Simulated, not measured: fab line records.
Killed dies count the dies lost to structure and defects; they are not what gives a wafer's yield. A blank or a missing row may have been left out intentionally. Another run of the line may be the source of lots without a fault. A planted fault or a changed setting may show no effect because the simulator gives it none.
Matching of chambers / flow nand harc / rie diel-08 running NHARC_P_BONDPAD_ETCH_12: 4 sister chambers
The step etches the open film in CHF3/O2, target depth 200 nm, time 100 s. 20 wafers are shown with their chamber, then 9 later ones without.

== WAFERS PAIRED WITH THEIR CHAMBERS ==
wafer=L281.1; chamber=0; drypump motor current A (A)=6.5; rf vpp V (V)=372.6; chamber pressure mTorr (mTorr)=24.995
wafer=L281.3; chamber=2; drypump motor current A (A)=5.4; rf vpp V (V)=367.7; chamber pressure mTorr (mTorr)=25.022
wafer=L281.6; chamber=2; drypump motor current A (A)=5.4; rf vpp V (V)=367.6; chamber pressure mTorr (mTorr)=25.002
wafer=L282.3; chamber=0; drypump motor current A (A)=6.5; rf vpp V (V)=372.8; chamber pressure mTorr (mTorr)=24.979
wafer=L282.5; chamber=2; drypump motor current A (A)=5.4; rf vpp V (V)=367.0; chamber pressure mTorr (mTorr)=24.984
wafer=L282.6; chamber=3; drypump motor current A (A)=5.6; rf vpp V (V)=370.1; chamber pressure mTorr (mTorr)=24.985
wafer=L284.2; chamber=0; drypump motor current A (A)=6.4; rf vpp V (V)=372.6; chamber pressure mTorr (mTorr)=24.979
wafer=L284.4; chamber=3; drypump motor current A (A)=5.6; rf vpp V (V)=366.3; chamber pressure mTorr (mTorr)=25.010
wafer=L284.6; chamber=0; drypump motor current A (A)=6.5; rf vpp V (V)=371.4; chamber pressure mTorr (mTorr)=25.003
wafer=L289.3; chamber=2; drypump motor current A (A)=5.4; rf vpp V (V)=366.9; chamber pressure mTorr (mTorr)=24.982
wafer=L289.4; chamber=1; drypump motor current A (A)=5.4; rf vpp V (V)=373.6; chamber pressure mTorr (mTorr)=25.051
wafer=L299.1; chamber=3; drypump motor current A (A)=5.6; rf vpp V (V)=367.9; chamber pressure mTorr (mTorr)=25.006
wafer=L299.4; chamber=1; drypump motor current A (A)=5.4; rf vpp V (V)=373.2; chamber pressure mTorr (mTorr)=25.022
wafer=L299.5; chamber=0; drypump motor current A (A)=6.4; rf vpp V (V)=372.4; chamber pressure mTorr (mTorr)=24.998
wafer=L298.3; chamber=0; drypump motor current A (A)=6.4; rf vpp V (V)=371.6; chamber pressure mTorr (mTorr)=24.972
wafer=L298.4; chamber=1; drypump motor current A (A)=5.5; rf vpp V (V)=372.8; chamber pressure mTorr (mTorr)=25.040
wafer=L298.5; chamber=0; drypump motor current A (A)=6.4; rf vpp V (V)=373.7; chamber pressure mTorr (mTorr)=24.984
wafer=L301.1; chamber=3; drypump motor current A (A)=5.6; rf vpp V (V)=366.6; chamber pressure mTorr (mTorr)=24.991
wafer=L301.2; chamber=2; drypump motor current A (A)=5.4; rf vpp V (V)=366.9; chamber pressure mTorr (mTorr)=25.001
wafer=L301.3; chamber=0; drypump motor current A (A)=6.4; rf vpp V (V)=371.8; chamber pressure mTorr (mTorr)=25.016

SIGNATURES, as means of the wafers listed above
reading=drypump motor current A; chamber 0=6.438; chamber 1=5.433; chamber 2=5.400; chamber 3=5.600; scatter within a chamber=0.0399
reading=rf vpp V; chamber 0=372.363; chamber 1=373.200; chamber 2=367.220; chamber 3=367.725; scatter within a chamber=0.93
reading=chamber pressure mTorr; chamber 0=24.99075; chamber 1=25.03767; chamber 2=24.99820; chamber 3=24.99800; scatter within a chamber=0.0147
Rule: for each reading, subtract the chamber's mean from the wafer's reading, divide by that reading's scatter and square the result; add these up over the readings and take the root, which gives the wafer's distance from the chamber. The wafer belongs to the nearest chamber; if the next one is less than 2 further off, it can't be placed. The scatter: the root of (the sum of the squares of (reading less its chamber's mean) over the shown wafers, divided by (wafers less chambers)).

== WAFERS WITHOUT THEIR CHAMBER ==
wafer=L300.1; drypump motor current A (A)=5.4; rf vpp V (V)=373.0; chamber pressure mTorr (mTorr)=24.987
wafer=L300.2; drypump motor current A (A)=5.4; rf vpp V (V)=367.7; chamber pressure mTorr (mTorr)=24.984
wafer=L300.5; drypump motor current A (A)=5.4; rf vpp V (V)=366.4; chamber pressure mTorr (mTorr)=25.000
wafer=L302.2; drypump motor current A (A)=5.6; rf vpp V (V)=368.0; chamber pressure mTorr (mTorr)=24.995
wafer=L302.5; drypump motor current A (A)=5.4; rf vpp V (V)=372.7; chamber pressure mTorr (mTorr)=24.979
wafer=L302.6; drypump motor current A (A)=6.5; rf vpp V (V)=372.8; chamber pressure mTorr (mTorr)=24.962
wafer=L304.1; drypump motor current A (A)=6.5; rf vpp V (V)=373.2; chamber pressure mTorr (mTorr)=24.982
wafer=L304.5; drypump motor current A (A)=5.4; rf vpp V (V)=373.0; chamber pressure mTorr (mTorr)=24.994
wafer=L304.6; drypump motor current A (A)=5.4; rf vpp V (V)=368.3; chamber pressure mTorr (mTorr)=25.017

== WHICH CHAMBER EACH ONE RAN IN ==
wafer=L300.1; from the rows above=1; in truth=1
wafer=L300.2; from the rows above=2; in truth=2
wafer=L300.5; from the rows above=2; in truth=2
wafer=L302.2; from the rows above=3; in truth=3
wafer=L302.5; from the rows above=can't be placed: 1 or 2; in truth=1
wafer=L302.6; from the rows above=0; in truth=0
wafer=L304.1; from the rows above=0; in truth=0
wafer=L304.5; from the rows above=1; in truth=1
wafer=L304.6; from the rows above=2; in truth=2
8 of 9 placed correctly. Unplaceable from these rows: 1, with the true chamber sitting among the candidates in 1. Wrongly placed: 0.
